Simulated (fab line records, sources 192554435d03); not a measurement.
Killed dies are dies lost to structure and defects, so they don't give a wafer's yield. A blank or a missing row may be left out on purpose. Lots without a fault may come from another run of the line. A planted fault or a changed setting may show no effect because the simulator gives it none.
fab line records | flow n5_finfet
record lots=24 wafers=72 last_day=20
route steps=1938 shown BEOL_M3@955
lots that met no fault: from a run of the same line without faults
start_h: hours from the record's first day to the start of the lot's first wafer shown | wait_h: hours since the lot's step before | " the same as in the row above | L1.1+2: a row that stands for several wafers | - no value, or no start given | * or withheld: withheld | < > ~ a bound
route shown NAME@n: a module of which the file shows steps, and the number in the route of the first | usual: mean/standard deviation of fault-free wafers | same: alike in all rows | chamber/n: place in a boat | sites: the reading at each site | _std_site: their standard deviation | _edge_site: outer sites' mean less inner sites' | radius_mm: how far each site lies from the wafer's centre | mask NAME#n: copy n | behind: the tool/chamber that last shaped the wafer | hold: why the lot was held/for how many hours/how that ended | device: the transistor (n, p or np) that didn't switch | end of line: the same wafers' tests at the end of the route | a step without rows: its recipe alone | killed: dies lost to structure and defects at the first sort, not the wafer's yield | map: a wafer's dies, x killed, . not, _ none there
set.NAME: the setting as run; set.NAME@STEP: as run at that earlier step | model.NAME: the simulator's own value behind a step, which no gauge read
steps of the route over a sample of lots; a table a step, a row a wafer
services: from which hour (start_h, from the record's first day; less than 0 if before it) a tool's chamber was out of use, for how many hours, and why
## steps
# step N5_BEOL_M3_STRIP_19
# recipe chemistry=O2 power_w=400 temp_c=40 pressure_mtorr=30 rf_frequency_hz=6e+07 bias_power_w=0 overash_fraction=0.2 o2_flow_sccm=225
# usual drypump_motor_current_A=5.6/0.45 oes_product_au=0.78/0.074 rf_vpp_V=3.6/0.44 showerhead_plenum_p_Torr=2.08/0.075 temp_c=39.99/0.11 throttle_valve_pct=16.75/0.21
# columns lot.wafer tool chamber start_h wait_h drypump_motor_current_A oes_product_au rf_hours_counter_h rf_vpp_V showerhead_plenum_p_Torr temp_c throttle_valve_pct
L076.3 rie_diel-04 3 175.67 0.1 5.8 0.70 220 4.6 2.09 40.02 17.10
L076.4 " 1 " " 5.8 0.85 56 3.5 2.05 39.74 16.70
L076.5 " 3 " " 5.8 0.70 - 3.8 2.09 40.03 17.12
L078.1 rie_diel-04 1 175.83 0.1 5.8 0.86 56 3.1 2.05 39.92 16.71
L078.3 " 3 " " 5.8 0.71 220 3.4 2.09 40.08 17.11
L078.5 " 3 " " 5.8 0.70 - 4.0 2.09 40.11 17.10
L074.2 rie_diel-05 2 176.79 0.1 5.5 0.77 138 3.6 2.04 39.97 16.82
L074.3 " 1 " " 5.9 0.90 49 3.1 2.24 40.17 16.88
L074.4 " 0 " " 4.7 0.72 191 3.6 2.18 39.93 16.92
L077.3 rie_diel-01 0 178.66 0.1 6.1 0.70 244 4.0 2.14 40.00 17.05
L077.4 " 3 " " 6.3 0.90 27 3.6 2.03 39.77 16.49
L077.5 " 3 " " 6.3 0.91 - 2.9 2.03 39.90 16.48
L075.1 rie_diel-01 1 181.65 0.1 6.2 0.72 202 3.5 2.19 39.94 16.79
L075.4 " 2 " " 5.1 0.85 47 2.8 2.14 40.05 16.51
L075.5 " 3 " " 6.3 0.90 - 3.2 2.03 39.65 16.46
L079.3 rie_diel-05 3 187.98 0.1 5.0 0.86 42 2.6 2.03 39.91 16.43
L079.4 " 2 " " 5.5 0.77 141 3.7 2.04 40.00 16.84
L079.6 " 1 " " 5.9 0.89 - 3.6 2.23 40.24 16.88
L080.2 rie_diel-04 1 190.84 0.1 5.7 0.87 59 4.1 2.05 39.98 16.72
L080.4 " 2 " " 5.5 0.78 132 3.6 2.00 39.96 16.45
L080.6 " 2 " " 5.5 0.77 - 4.5 2.00 39.95 16.46
L081.2 rie_diel-05 2 198.21 0.1 5.5 0.76 144 3.4 2.04 39.98 16.83
L081.3 " 0 " " 4.7 0.71 198 4.0 2.18 39.89 16.94
L081.5 " 0 " " 4.7 0.72 - 3.4 2.18 39.91 16.92
L082.1 rie_diel-01 2 205.99 0.1 5.1 0.84 55 3.7 2.14 40.09 16.52
L082.4 " 3 " " 6.3 0.90 - 3.7 2.03 39.94 16.50
L082.6 " 1 " " 6.1 0.71 - 3.8 2.19 39.90 16.78
L083.1 rie_diel-01 2 207.16 0.1 5.1 0.84 55 3.4 2.14 39.97 16.52
L083.2 " 1 " " 6.2 0.70 209 3.1 2.19 40.17 16.82
L083.6 " 2 " " 5.1 0.84 - 2.9 2.14 40.03 16.51
L086.2 rie_diel-05 2 245.80 0.3 5.5 0.74 157 3.9 2.03 40.12 16.87
L086.3 " 1 " " 5.9 0.85 70 3.2 2.23 40.04 16.92
L086.4 " 3 " " 5.0 0.84 59 3.5 2.02 39.96 16.46
L084.2 rie_diel-01 0 252.29 0.1 6.1 0.93 8 3.6 2.13 39.97 16.62
L084.4 " 3 " " 6.4 0.87 51 3.9 2.02 40.21 16.51
L084.5 " 0 " " 6.1 0.92 - 4.0 2.13 39.67 16.64
L085.1 rie_diel-05 1 255.58 0.2 5.8 0.85 73 4.5 2.23 39.89 16.92
L085.3 " 2 " " 5.5 0.74 161 3.5 2.03 40.05 16.86
L085.6 " 1 " " 5.9 0.86 - 3.9 2.23 39.87 16.92
L087.3 rie_diel-04 1 256.95 0.1 5.7 0.84 82 3.1 2.04 39.99 16.75
L087.4 " 1 " " 5.7 0.84 - 3.6 2.04 39.83 16.77
L087.5 " 0 " " 5.8 0.69 - 3.3 2.05 39.94 16.94
L088.3 rie_diel-04 0 261.05 0.1 5.9 0.69 245 3.1 2.05 39.94 16.92
L088.5 " 2 " " 5.5 0.75 - 3.3 1.99 40.05 16.49
L088.6 " 0 " " 5.8 0.68 - 4.0 2.05 40.01 16.92
L089.1 rie_diel-04 0 262.88 0.1 5.8 0.68 246 3.9 2.05 40.08 16.92
L089.3 " 2 " " 5.5 0.75 156 4.3 1.99 40.09 16.50
L089.4 " 1 " " 5.7 0.84 - 3.2 2.04 40.20 16.76
L090.1 rie_diel-04 2 264.09 0.1 5.5 0.74 157 3.3 1.99 39.84 16.50
L090.2 " 0 " " 5.8 0.69 246 3.1 2.05 40.00 16.92
L090.6 " 1 " " 5.7 0.83 - 3.8 2.04 40.09 16.77
L091.3 rie_diel-04 2 269.35 0.1 5.5 0.75 158 3.2 1.99 40.19 16.51
L091.4 " 0 " " 5.8 0.68 247 3.4 2.05 40.07 16.92
L091.5 " 0 " " 5.8 0.68 - 3.6 2.05 40.01 16.93
L093.3 rie_diel-04 1 275.81 0.1 5.7 0.82 89 3.6 2.04 40.26 16.77
L093.5 " 2 " " 5.5 0.75 - 3.5 1.99 39.91 16.50
L093.6 " 1 " " 5.7 0.83 - 3.3 2.04 40.08 16.75
L092.1 rie_diel-05 0 278.90 0.1 4.7 0.69 226 3.3 2.17 39.85 17.00
L092.3 " 3 " " 5.0 0.84 66 2.8 2.02 40.13 16.46
L092.6 " 3 " " 5.0 0.83 - 3.3 2.02 39.96 16.46
L094.2 rie_diel-05 3 284.07 0.1 5.0 0.83 69 2.8 2.02 39.94 16.46
L094.3 " 1 " " 5.9 0.85 85 2.8 2.22 40.09 16.93
L094.6 " 3 " " 5.0 0.83 - 4.0 2.02 40.07 16.48
L095.1 rie_diel-05 0 288.31 0.1 4.7 0.69 229 3.5 2.17 40.03 17.00
L095.2 " 3 " " 5.0 0.83 70 2.9 2.02 39.83 16.47
L095.3 " 2 " " 5.5 0.74 174 3.7 2.03 40.10 16.90
L096.1 rie_diel-05 2 291.09 0.1 5.5 0.74 175 2.7 2.02 39.91 16.88
L096.2 " 0 " " 4.7 0.69 230 4.6 2.17 39.91 16.99
L096.4 " 1 " " 5.9 0.83 87 4.1 2.22 39.94 16.94
L097.3 rie_diel-01 2 306.14 0.1 5.1 0.82 78 3.4 2.13 39.95 16.57
L097.5 " 0 " " 6.1 0.90 - 4.0 2.13 39.98 16.67
L097.6 " 1 " " 6.1 0.69 - 3.6 2.18 39.97 16.86
# step N5_BEOL_M3_STRIP_36
# recipe chemistry=N2/H2 power_w=450 temp_c=40 pressure_mtorr=20 rf_frequency_hz=6e+07 overash_fraction=0.3 bias_power_w=7 h2_frac=0.5 n2_flow_sccm=200 h2_flow_sccm=200
# usual drypump_motor_current_A=5.7/0.48 n2_flow_sccm=199.9/0.64 oes_product_au=0.79/0.078 rf_vpp_V=59.1/1.4 showerhead_plenum_p_Torr=2.53/0.085 temp_c=40.00/0.12 throttle_valve_pct=23.71/0.28
# columns lot.wafer tool chamber start_h wait_h drypump_motor_current_A n2_flow_sccm oes_product_au rf_hours_counter_h rf_vpp_V showerhead_plenum_p_Torr temp_c throttle_valve_pct
L076.3 rie_diel-05 3 189.75 0.0 5.0 199.8 0.88 43 59.6 2.47 39.95 23.66
L076.4 " 1 " " 5.9 200.2 0.88 52 60.4 2.69 40.02 24.08
L076.5 " 3 " " 5.0 200.3 0.86 - 58.3 2.47 39.92 23.68
L078.1 rie_diel-01 2 192.38 0.0 5.1 201.0 0.85 50 59.7 2.59 39.80 23.51
L078.3 " 0 " " 6.2 200.0 0.69 248 60.6 2.62 40.00 24.20
L078.5 " 0 " " 6.1 200.0 0.71 - 58.4 2.62 39.94 24.21
L074.2 rie_diel-04 0 192.52 0.0 5.8 200.4 0.71 221 58.7 2.52 40.21 24.07
L074.3 " 1 " " 5.7 201.1 0.86 60 56.8 2.47 40.05 23.87
L074.4 " 2 " " 5.5 200.8 0.77 133 59.6 2.43 40.02 23.16
L077.3 rie_diel-04 2 196.66 0.0 5.5 199.9 0.77 134 58.8 2.43 40.18 23.17
L077.4 " 1 " " 5.7 199.9 0.85 61 59.2 2.47 40.07 23.85
L077.5 " 0 " " 5.8 200.1 0.70 - 57.1 2.52 39.99 24.07
L075.1 rie_diel-01 2 201.98 0.0 5.1 200.6 0.84 54 58.3 2.59 39.96 23.53
L075.4 " 3 " " 6.3 198.8 0.89 - 61.0 2.47 39.98 23.36
L075.5 " 1 " " 6.2 199.5 0.70 - 59.8 2.61 39.91 23.69
L080.2 rie_diel-01 2 205.18 0.0 5.1 199.4 0.85 55 59.4 2.59 39.90 23.51
L080.4 " 1 " " 6.1 199.9 0.71 - 59.0 2.61 40.00 23.69
L080.6 " 2 " " 5.1 200.0 0.84 - 57.5 2.59 40.04 23.51
L079.3 rie_diel-05 1 207.96 0.0 5.9 199.1 0.86 58 57.7 2.69 40.04 24.12
L079.4 " 3 " " 5.0 199.9 0.87 48 56.6 2.47 40.07 23.68
L079.6 " 2 " " 5.5 199.3 0.76 - 57.7 2.42 39.94 23.41
L081.2 rie_diel-01 1 215.48 0.0 6.2 199.1 0.70 213 58.0 2.61 40.21 23.70
L081.3 " 2 " " 5.1 200.8 0.82 59 57.9 2.59 39.99 23.52
L081.5 " 2 " " 5.1 200.0 0.84 - 60.6 2.59 39.91 23.51
L082.1 rie_diel-04 2 220.18 0.0 5.5 199.8 0.76 142 59.1 2.43 39.94 23.16
L082.4 " 3 " " 5.8 199.7 0.69 233 61.2 2.51 40.11 23.91
L082.6 " 1 " " 5.7 200.7 0.85 - 59.9 2.47 39.95 23.88
L083.1 rie_diel-05 3 220.21 0.0 5.0 200.3 0.85 51 58.5 2.46 39.80 23.68
L083.2 " 0 " " 4.7 199.7 0.71 204 59.1 2.64 40.10 23.83
L083.6 " 2 " " 5.5 198.9 0.76 - 57.6 2.42 40.11 23.40
L086.2 rie_diel-04 2 255.75 0.0 5.5 199.7 0.75 152 59.2 2.42 39.94 23.18
L086.3 " 0 " " 5.9 198.4 0.68 241 59.1 2.51 40.13 24.08
L086.4 " 0 " " 5.8 198.7 0.68 - 59.3 2.51 39.95 24.08
L084.2 rie_diel-01 1 266.47 0.0 6.1 199.3 0.70 226 58.5 2.61 40.07 23.71
L084.4 " 0 " " 6.1 200.3 0.94 - 60.0 2.62 39.83 23.96
L084.5 " 3 " " 6.3 200.5 0.86 - 58.7 2.46 40.00 23.40
L085.1 rie_diel-01 1 269.62 0.0 6.2 200.1 0.71 228 57.3 2.61 39.94 23.72
L085.3 " 3 " " 6.4 198.9 0.87 56 58.9 2.46 40.05 23.38
L085.6 " 1 " " 6.2 199.7 0.70 - 56.7 2.61 40.03 23.70
L087.3 rie_diel-01 1 273.08 0.0 6.1 200.1 0.70 229 61.6 2.61 39.98 23.74
L087.4 " 1 " " 6.2 200.2 0.70 - 61.1 2.61 40.11 23.71
L087.5 " 0 " " 6.1 199.0 0.91 - 60.4 2.62 40.13 23.98
L088.3 rie_diel-05 1 274.81 0.0 5.9 200.5 0.84 82 59.3 2.68 40.18 24.14
L088.5 " 3 " " 5.0 200.5 0.84 - 58.9 2.46 40.03 23.70
L088.6 " 2 " " 5.5 201.0 0.75 - 59.0 2.41 39.98 23.42
L089.1 rie_diel-04 1 277.79 0.0 5.7 200.4 0.83 90 57.2 2.46 39.87 23.90
L089.3 " 3 " " 5.9 199.5 0.69 246 58.5 2.51 39.93 23.95
L089.4 " 2 " " 5.5 199.5 0.75 160 57.0 2.42 39.96 23.24
L091.3 rie_diel-04 2 278.18 0.0 5.5 200.7 0.75 160 61.5 2.42 39.95 23.21
L091.4 " 1 " " 5.7 199.1 0.82 - 56.6 2.46 39.78 23.89
L091.5 " 2 " " 5.5 200.1 0.75 - 58.1 2.42 39.98 23.20
L090.1 rie_diel-04 3 283.42 0.0 5.9 199.5 0.68 249 58.0 2.51 40.28 23.94
L090.2 " 2 " " 5.5 199.9 0.74 163 58.8 2.42 40.03 23.22
L090.6 " 1 " " 5.8 199.9 0.81 - 59.2 2.46 39.94 23.89
L093.3 rie_diel-05 3 286.56 0.0 5.0 200.1 0.81 70 61.3 2.46 40.16 23.69
L093.5 " 0 " " 4.7 199.0 0.69 - 59.6 2.63 40.14 23.87
L093.6 " 1 " " 5.9 199.1 0.84 - 59.5 2.68 40.09 24.16
L092.1 rie_diel-01 1 289.99 0.0 6.1 199.7 0.69 234 59.1 2.60 40.19 23.70
L092.3 " 0 " " 6.2 200.3 0.91 20 61.4 2.61 40.10 23.96
L092.6 " 1 " " 6.1 200.0 0.70 - 58.5 2.60 40.19 23.71
L094.2 rie_diel-01 2 291.55 0.0 5.1 200.2 0.81 73 57.9 2.58 39.92 23.52
L094.3 " 1 " " 6.2 201.5 0.70 234 61.9 2.60 40.00 23.73
L094.6 " 0 " " 6.2 199.6 0.89 - 60.2 2.61 40.20 23.97
L095.1 rie_diel-01 3 304.01 0.0 6.3 199.7 0.85 66 58.8 2.46 39.86 23.41
L095.2 " 2 " " 5.1 200.2 0.81 76 60.0 2.58 39.92 23.51
L095.3 " 1 " " 6.2 199.1 0.69 238 58.8 2.60 40.12 23.69
L096.1 rie_diel-05 2 307.75 0.0 5.5 200.0 0.73 179 58.9 2.40 40.08 23.45
L096.2 " 0 " " 4.7 199.8 0.68 234 58.8 2.63 40.07 23.85
L096.4 " 1 " " 5.9 200.0 0.84 91 58.7 2.67 40.10 24.18
L097.3 rie_diel-05 2 339.48 0.0 5.5 200.3 0.73 187 60.4 2.40 39.99 23.41
L097.5 " 0 " " 4.8 201.3 0.68 - 59.3 2.63 39.89 23.92
L097.6 " 3 " " 5.0 199.2 0.81 - 56.9 2.45 40.03 23.73
# step N5_BEOL_M3_PRE_CLEAN_45
# recipe gas=H2/He time_s=30 temp_c=250
# usual heater_power_w=334/42
# columns lot.wafer tool chamber start_h wait_h heater_power_w
L076.3 pvd_sputter-02 - 190.38 0.0 436
L076.4 " - " " 361
L076.5 " - " " 353
L078.1 pvd_sputter-01 - 192.91 0.0 330
L078.3 " - " " 290
L078.5 " - " " 291
L074.2 pvd_sputter-01 - 193.39 0.0 288
L074.3 " - " " 321
L074.4 " - " " 317
L077.3 pvd_sputter-02 - 197.28 0.0 427
L077.4 " - " " 308
L077.5 " - " " 363
L075.1 pvd_sputter-03 - 203.28 0.0 342
L075.4 " - " " 275
L075.5 " - " " 274
L080.2 pvd_sputter-02 - 205.90 0.0 318
L080.4 " - " " 303
L080.6 " - " " 319
L079.3 pvd_sputter-01 - 208.76 0.0 367
L079.4 " - " " 327
L079.6 " - " " 359
L081.2 pvd_sputter-03 - 215.90 0.0 341
L081.3 " - " " 287
L081.5 " - " " 286
L082.1 pvd_sputter-01 - 220.63 0.0 286
L082.4 " - " " 328
L082.6 " - " " 317
L083.1 pvd_sputter-02 - 220.95 0.0 438
L083.2 " - " " 360
L083.6 " - " " 320
L086.2 pvd_sputter-03 - 258.26 0.0 313
L086.3 " - " " 285
L086.4 " - " " 341
L084.2 pvd_sputter-02 - 267.35 0.0 296
L084.4 " - " " 431
L084.5 " - " " 298
L085.1 pvd_sputter-01 - 270.18 0.0 323
L085.3 " - " " 312
L085.6 " - " " 352
L087.3 pvd_sputter-01 - 274.27 0.0 288
L087.4 " - " " 327
L087.5 " - " " 329
L088.3 pvd_sputter-03 - 275.82 0.0 349
L088.5 " - " " 315
L088.6 " - " " 344
L089.1 pvd_sputter-03 - 278.68 0.0 435
L089.3 " - " " 316
L089.4 " - " " 287
L091.3 pvd_sputter-01 - 278.87 0.0 294
L091.4 " - " " 321
L091.5 " - " " 330
L090.1 pvd_sputter-01 - 284.10 0.0 323
L090.2 " - " " 345
L090.6 " - " " 357
L093.3 pvd_sputter-02 - 287.24 0.0 432
L093.5 " - " " 422
L093.6 " - " " 357
L092.1 pvd_sputter-01 - 291.00 0.0 323
L092.3 " - " " 324
L092.6 " - " " 354
L094.2 pvd_sputter-01 - 292.23 0.0 291
L094.3 " - " " 349
L094.6 " - " " 358
L095.1 pvd_sputter-03 - 304.64 0.0 280
L095.2 " - " " 316
L095.3 " - " " 422
L096.1 pvd_sputter-03 - 308.50 0.0 338
L096.2 " - " " 321
L096.4 " - " " 282
L097.3 pvd_sputter-02 - 340.50 0.0 299
L097.5 " - " " 356
L097.6 " - " " 326
# step N5_BEOL_M3_SPUTTER_48
# recipe material=Cu target_thk_a=45 temp_c=-20 chamber_pressure_pa=0.07 power_w=withheld time_s=8.29
# usual throttle_valve_pct=29.6/0.9
# columns lot.wafer tool chamber start_h wait_h throttle_valve_pct
L076.3 pvd_sputter-01 - 190.93 0.1 28.6
L076.4 " - " " 31.2
L076.5 " - " " 28.8
L078.1 pvd_sputter-02 - 193.70 0.3 28.7
L078.3 " - " " 29.6
L078.5 " - " " 29.2
L074.2 pvd_sputter-03 - 195.38 1.2 29.0
L074.3 " - " " 29.8
L074.4 " - " " 31.2
L077.3 pvd_sputter-02 - 198.08 0.2 29.9
L077.4 " - " " 28.5
L077.5 " - " " 29.3
L075.1 pvd_sputter-03 - 203.90 0.2 30.0
L075.4 " - " " 31.2
L075.5 " - " " 31.1
L080.2 pvd_sputter-01 - 206.88 0.4 30.1
L080.4 " - " " 31.5
L080.6 " - " " 28.6
L079.3 pvd_sputter-01 - 209.30 0.1 28.5
L079.4 " - " " 31.5
L079.6 " - " " 28.6
L081.2 pvd_sputter-01 - 218.01 1.4 30.1
L081.3 " - " " 28.5
L081.5 " - " " 28.4
L082.1 pvd_sputter-02 - 221.31 0.2 28.2
L082.4 " - " " 30.0
L082.6 " - " " 29.9
L083.1 pvd_sputter-03 - 221.89 0.2 29.8
L083.2 " - " " 29.1
L083.6 " - " " 31.4
L086.2 pvd_sputter-03 - 258.88 0.2 29.9
L086.3 " - " " 29.3
L086.4 " - " " 30.0
L084.2 pvd_sputter-02 - 267.99 0.1 28.7
L084.4 " - " " 29.7
L084.5 " - " " 28.6
L085.1 pvd_sputter-02 - 271.18 0.1 29.4
L085.3 " - " " 29.6
L085.6 " - " " 29.4
L087.3 pvd_sputter-02 - 275.02 0.1 29.5
L087.4 " - " " 29.4
L087.5 " - " " 28.8
L088.3 pvd_sputter-02 - 276.86 0.5 29.6
L088.5 " - " " 29.6
L088.6 " - " " 29.5
L089.1 pvd_sputter-01 - 279.32 0.1 31.5
L089.3 " - " " 30.0
L089.4 " - " " 28.7
L091.3 pvd_sputter-01 - 281.16 1.7 29.8
L091.4 " - " " 28.5
L091.5 " - " " 28.7
L090.1 pvd_sputter-01 - 286.22 0.1 31.6
L090.2 " - " " 28.7
L090.6 " - " " 29.8
L093.3 pvd_sputter-03 - 289.11 0.9 30.2
L093.5 " - " " 30.1
L093.6 " - " " 29.5
L092.1 pvd_sputter-03 - 291.54 0.1 30.2
L092.3 " - " " 29.2
L092.6 " - " " 29.5
L094.2 pvd_sputter-02 - 293.26 0.2 30.1
L094.3 " - " " 29.4
L094.6 " - " " 28.6
L095.1 pvd_sputter-02 - 305.37 0.2 29.5
L095.2 " - " " 28.4
L095.3 " - " " 29.3
L096.1 pvd_sputter-02 - 310.75 1.2 29.3
L096.2 " - " " 29.8
L096.4 " - " " 28.8
L097.3 pvd_sputter-01 - 341.63 0.2 28.6
L097.5 " - " " 28.4
L097.6 " - " " 29.9
# step N5_BEOL_M3_ANNEAL_49
# recipe temp_c=400 time_s=240 ambient=vacuum
# usual heater_power_w=842/110
# columns lot.wafer tool chamber start_h wait_h heater_power_w
L076.3 pvd_sputter-01 - 191.01 0.0 752
L076.4 " - " " 890
L076.5 " - " " 736
L078.1 pvd_sputter-02 - 193.78 0.0 815
L078.3 " - " " 746
L078.5 " - " " 896
L074.2 pvd_sputter-03 - 195.46 0.0 1083
L074.3 " - " " 678
L074.4 " - " " 802
L077.3 pvd_sputter-02 - 198.16 0.0 1065
L077.4 " - " " 814
L077.5 " - " " 912
L075.1 pvd_sputter-03 - 203.98 0.0 716
L075.4 " - " " 808
L075.5 " - " " 797
L080.2 pvd_sputter-01 - 206.96 0.0 800
L080.4 " - " " 883
L080.6 " - " " 725
L079.3 pvd_sputter-01 - 209.38 0.0 799
L079.4 " - " " 882
L079.6 " - " " 814
L081.2 pvd_sputter-01 - 218.09 0.0 804
L081.3 " - " " 724
L081.5 " - " " 777
L082.1 pvd_sputter-02 - 221.39 0.0 807
L082.4 " - " " 1059
L082.6 " - " " 1084
L083.1 pvd_sputter-03 - 221.97 0.0 852
L083.2 " - " " 1073
L083.6 " - " " 790
L086.2 pvd_sputter-03 - 258.96 0.0 711
L086.3 " - " " 1084
L086.4 " - " " 855
L084.2 pvd_sputter-02 - 268.07 0.0 790
L084.4 " - " " 1058
L084.5 " - " " 823
L085.1 pvd_sputter-02 - 271.26 0.0 881
L085.3 " - " " 750
L085.6 " - " " 748
L087.3 pvd_sputter-02 - 275.10 0.0 753
L087.4 " - " " 900
L087.5 " - " " 802
L088.3 pvd_sputter-02 - 276.94 0.0 755
L088.5 " - " " 891
L088.6 " - " " 1055
L089.1 pvd_sputter-01 - 279.40 0.0 893
L089.3 " - " " 798
L089.4 " - " " 719
L091.3 pvd_sputter-01 - 281.24 0.0 789
L091.4 " - " " 808
L091.5 " - " " 790
L090.1 pvd_sputter-01 - 286.30 0.0 859
L090.2 " - " " 806
L090.6 " - " " 795
L093.3 pvd_sputter-03 - 289.19 0.0 832
L093.5 " - " " 856
L093.6 " - " " 1068
L092.1 pvd_sputter-03 - 291.62 0.0 840
L092.3 " - " " 1078
L092.6 " - " " 838
L094.2 pvd_sputter-02 - 293.34 0.0 1073
L094.3 " - " " 745
L094.6 " - " " 809
L095.1 pvd_sputter-02 - 305.45 0.0 740
L095.2 " - " " 805
L095.3 " - " " 893
L096.1 pvd_sputter-02 - 310.83 0.0 910
L096.2 " - " " 1069
L096.4 " - " " 816
L097.3 pvd_sputter-01 - 341.71 0.0 731
L097.5 " - " " 791
L097.6 " - " " 790
# step N5_BEOL_M3_PRE_CLEAN_60
# recipe gas=NH3/H2 time_s=15 temp_c=* rf_power_w=300
# usual heater_power_w=104/10
# columns lot.wafer tool chamber start_h wait_h heater_power_w
L076.3 cvd_co-01 2 193.62 0.0 104
L076.4 " 1 " " 109
L076.5 " 2 " " 103
L078.1 cvd_co-02 1 196.42 0.0 96
L078.3 " 2 " " 94
L078.5 " 0 " " 119
L074.2 cvd_co-01 1 197.96 0.0 108
L074.3 " 0 " " 94
L074.4 " 1 " " 110
L077.3 cvd_co-01 1 200.96 0.0 109
L077.4 " 0 " " 99
L077.5 " 1 " " 105
L075.1 cvd_co-01 0 206.48 0.0 99
L075.4 " 2 " " 107
L075.5 " 1 " " 108
L080.2 cvd_co-02 2 209.48 0.0 95
L080.4 " 2 " " 95
L080.6 " 0 " " 123
L079.3 cvd_co-01 0 211.88 0.0 98
L079.4 " 1 " " 109
L079.6 " 2 " " 103
L081.2 cvd_co-02 2 220.59 0.0 91
L081.3 " 2 " " 96
L081.5 " 0 " " 122
L082.1 cvd_co-02 2 223.94 0.1 92
L082.4 " 2 " " 95
L082.6 " 0 " " 122
L083.1 cvd_co-02 2 224.47 0.0 95
L083.2 " 0 " " 118
L083.6 " 2 " " 95
L086.2 cvd_co-02 1 261.46 0.0 96
L086.3 " 0 " " 123
L086.4 " 2 " " 96
L084.2 cvd_co-01 0 271.04 0.5 99
L084.4 " 0 " " 98
L084.5 " 0 " " 101
L085.1 cvd_co-01 1 273.85 0.0 105
L085.3 " 2 " " 106
L085.6 " 2 " " 106
L087.3 cvd_co-01 1 277.72 0.0 108
L087.4 " 0 " " 100
L087.5 " 1 " " 109
L088.3 cvd_co-02 1 279.57 0.2 94
L088.5 " 0 " " 123
L088.6 " 2 " " 96
L089.1 cvd_co-02 1 281.92 0.0 94
L089.3 " 2 " " 96
L089.4 " 1 " " 95
L091.3 cvd_co-01 0 283.75 0.0 101
L091.4 " 1 " " 110
L091.5 " 2 " " 102
L090.1 cvd_co-02 0 288.80 0.0 120
L090.2 " 2 " " 96
L090.6 " 1 " " 98
L093.3 cvd_co-02 0 291.70 0.0 122
L093.5 " 0 " " 121
L093.6 " 1 " " 96
L092.1 cvd_co-02 2 294.28 0.0 96
L092.3 " 0 " " 120
L092.6 " 0 " " 124
L094.2 cvd_co-01 2 295.85 0.0 105
L094.3 " 1 " " 108
L094.6 " 1 " " 104
L095.1 cvd_co-02 2 307.95 0.0 96
L095.2 " 1 " " 96
L095.3 " 0 " " 124
L096.1 cvd_co-02 1 313.33 0.0 94
L096.2 " 2 " " 96
L096.4 " 1 " " 96
L097.3 cvd_co-01 0 344.23 0.1 99
L097.5 " 0 " " 96
L097.6 " 2 " " 106
## services
# columns tool chamber start_h hours kind
rie_diel-01 3 160.50 4.9 repair
cvd_co-02 - 161.23 4.8 repair
rie_diel-01 0 198.60 - clean
rie_diel-01 0 198.60 - consumable_replace:focus_ring
rie_diel-01 0 198.60 23.9 scheduled_down
rie_diel-01 0 198.60 23.9 vent_cycle
cvd_co-02 - 209.89 6.7 repair
cvd_co-02 - 216.64 2.8 pm
rie_diel-04 2 222.58 4.9 repair
rie_diel-05 - 223.92 0.2 repair
rie_diel-01 - 240.37 5.9 repair
rie_diel-01 2 252.91 26.0 repair
rie_diel-01 - 253.32 6.4 repair
rie_diel-04 0 277.96 - clean
rie_diel-04 0 277.96 - consumable_replace:focus_ring
rie_diel-04 0 277.96 19.5 scheduled_down
rie_diel-04 0 277.96 19.5 vent_cycle
rie_diel-04 3 297.44 - clean
rie_diel-04 3 297.44 - consumable_replace:focus_ring
rie_diel-04 3 297.44 27.5 scheduled_down
rie_diel-04 3 297.44 27.5 vent_cycle
rie_diel-01 0 301.70 3.2 repair
rie_diel-01 1 338.42 - clean
rie_diel-01 1 338.42 - consumable_replace:focus_ring
## key
fault none
